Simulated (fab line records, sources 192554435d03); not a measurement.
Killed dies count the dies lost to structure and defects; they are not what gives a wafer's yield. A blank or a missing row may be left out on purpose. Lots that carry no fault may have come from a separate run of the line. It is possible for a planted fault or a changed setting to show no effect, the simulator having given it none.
Matching of chambers :: flow n5_finfet :: 4 sister chambers for N5_MOL_CONTACT_COAG_ETCH_67 on rie_diel-06
The step etches SOC in N2/H2, target depth 60 nm, overetch 21 nm, time 101.2 s. 8 wafers are shown with their chamber, then 11 later ones without.

## WAFERS, EACH WITH ITS CHAMBER
wafer: L080.6
chamber: 1
showerhead_plenum_p_Torr (Torr): 2.70
throttle_valve_pct (%): 17.41

wafer: L082.2
chamber: 0
showerhead_plenum_p_Torr (Torr): 2.43
throttle_valve_pct (%): 18.11

wafer: L084.2
chamber: 3
showerhead_plenum_p_Torr (Torr): 2.47
throttle_valve_pct (%): 18.07

wafer: L084.3
chamber: 1
showerhead_plenum_p_Torr (Torr): 2.69
throttle_valve_pct (%): 17.42

wafer: L087.1
chamber: 3
showerhead_plenum_p_Torr (Torr): 2.47
throttle_valve_pct (%): 18.07

wafer: L087.2
chamber: 2
showerhead_plenum_p_Torr (Torr): 2.57
throttle_valve_pct (%): 17.64

wafer: L087.3
chamber: 0
showerhead_plenum_p_Torr (Torr): 2.43
throttle_valve_pct (%): 18.14

wafer: L091.1
chamber: 2
showerhead_plenum_p_Torr (Torr): 2.56
throttle_valve_pct (%): 17.67

## WAFERS WITH NO CHAMBER GIVEN
wafer: L091.3
showerhead_plenum_p_Torr (Torr): 2.69
throttle_valve_pct (%): 17.46

wafer: L091.5
showerhead_plenum_p_Torr (Torr): 2.56
throttle_valve_pct (%): 17.66

wafer: L093.1
showerhead_plenum_p_Torr (Torr): 2.69
throttle_valve_pct (%): 17.46

wafer: L093.3
showerhead_plenum_p_Torr (Torr): 2.56
throttle_valve_pct (%): 17.66

wafer: L093.4
showerhead_plenum_p_Torr (Torr): 2.46
throttle_valve_pct (%): 18.10

wafer: L095.2
showerhead_plenum_p_Torr (Torr): 2.56
throttle_valve_pct (%): 17.65

wafer: L095.5
showerhead_plenum_p_Torr (Torr): 2.46
throttle_valve_pct (%): 18.10

wafer: L095.6
showerhead_plenum_p_Torr (Torr): 2.42
throttle_valve_pct (%): 18.15

wafer: L097.3
showerhead_plenum_p_Torr (Torr): 2.56
throttle_valve_pct (%): 17.67

wafer: L097.5
showerhead_plenum_p_Torr (Torr): 2.42
throttle_valve_pct (%): 18.16

wafer: L097.6
showerhead_plenum_p_Torr (Torr): 2.46
throttle_valve_pct (%): 18.10

## WHICH CHAMBER EACH ONE RAN IN
wafer: L091.3
from the rows above: 1
in truth: 1

wafer: L091.5
from the rows above: 2
in truth: 2

wafer: L093.1
from the rows above: 1
in truth: 1

wafer: L093.3
from the rows above: 2
in truth: 2

wafer: L093.4
from the rows above: 3
in truth: 3

wafer: L095.2
from the rows above: 2
in truth: 2

wafer: L095.5
from the rows above: 3
in truth: 3

wafer: L095.6
from the rows above: 0
in truth: 0

wafer: L097.3
from the rows above: 2
in truth: 2

wafer: L097.5
from the rows above: 0
in truth: 0

wafer: L097.6
from the rows above: 3
in truth: 3
Placed correctly: 11 of 11. Can't be placed from these rows: 0. Number placed wrongly: 0.
How it was worked out, from the rows above alone: a wafer's distance from a chamber is the root of the sum, over the readings, of the square of ((its reading less the chamber's mean) divided by the reading's scatter). The wafer belongs to the nearest chamber; if the next one is less than 2 further off, it can't be placed. The mean given for a chamber averages the wafers shown for that chamber. The scatter is the square root of a quotient: the sum, over the shown wafers, of each reading's squared deviation from its chamber's mean, divided by wafers minus chambers.
